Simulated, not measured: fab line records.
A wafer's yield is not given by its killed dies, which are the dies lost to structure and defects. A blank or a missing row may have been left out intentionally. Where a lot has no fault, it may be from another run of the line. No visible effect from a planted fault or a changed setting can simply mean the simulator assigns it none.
Chamber matching ; flow nand_harc ; pecvd-01 running NHARC_P_M1_DEP_33: 3 sister chambers
The step deposits SiCN, target thk 30 nm. 22 wafers are shown with their chamber, then 11 later ones without.

## WAFERS, EACH WITH ITS CHAMBER
wafer;chamber;heater_power_w (W)
L074.1;0;587
L074.4;0;571
L074.6;1;473
L075.1;2;698
L075.2;0;637
L075.4;1;514
L076.1;2;632
L076.3;0;576
L076.5;2;640
L079.3;1;433
L079.5;2;632
L079.6;0;645
L077.3;0;645
L077.5;1;525
L077.6;2;612
L080.1;2;721
L080.3;1;502
L080.5;1;494
L085.4;0;637
L085.5;2;725
L085.6;1;475
L087.1;2;582

SIGNATURES (means of the wafers above)
reading;chamber 0;chamber 1;chamber 2;scatter within a chamber
heater_power_w;614.00;488.00;655.25;41.2
Rule: for each reading, subtract the chamber's mean from the wafer's reading, divide by that reading's scatter and square the result; add these up over the readings and take the root, which gives the wafer's distance from the chamber. If the next closest chamber is less than 2 further off than the closest, the wafer can't be placed; otherwise it belongs to the closest. How the scatter is found: for the shown wafers, subtract from each reading the mean of its chamber, square and add these, divide the total by (wafers less chambers), then take the root.

## WAFERS WHOSE CHAMBER IS MISSING
wafer;heater_power_w (W)
L087.2;458
L087.4;607
L086.2;665
L086.4;668
L086.6;434
L091.1;538
L091.2;720
L091.3;489
L097.1;469
L097.2;650
L097.4;476

## EACH ONE'S CHAMBER
wafer;from the rows above;in truth
L087.2;1;1
L087.4;can't be placed: 0 or 2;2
L086.2;can't be placed: 2 or 0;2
L086.4;can't be placed: 2 or 0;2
L086.6;1;1
L091.1;can't be placed: 1 or 0 or 2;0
L091.2;can't be placed: 2 or 0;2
L091.3;1;1
L097.1;1;1
L097.2;can't be placed: 2 or 0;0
L097.4;1;1
Placed correctly: 5 of 11. From these rows, 6 cannot be placed; in 6 the true chamber is one of the candidates. Wrongly placed: 0.
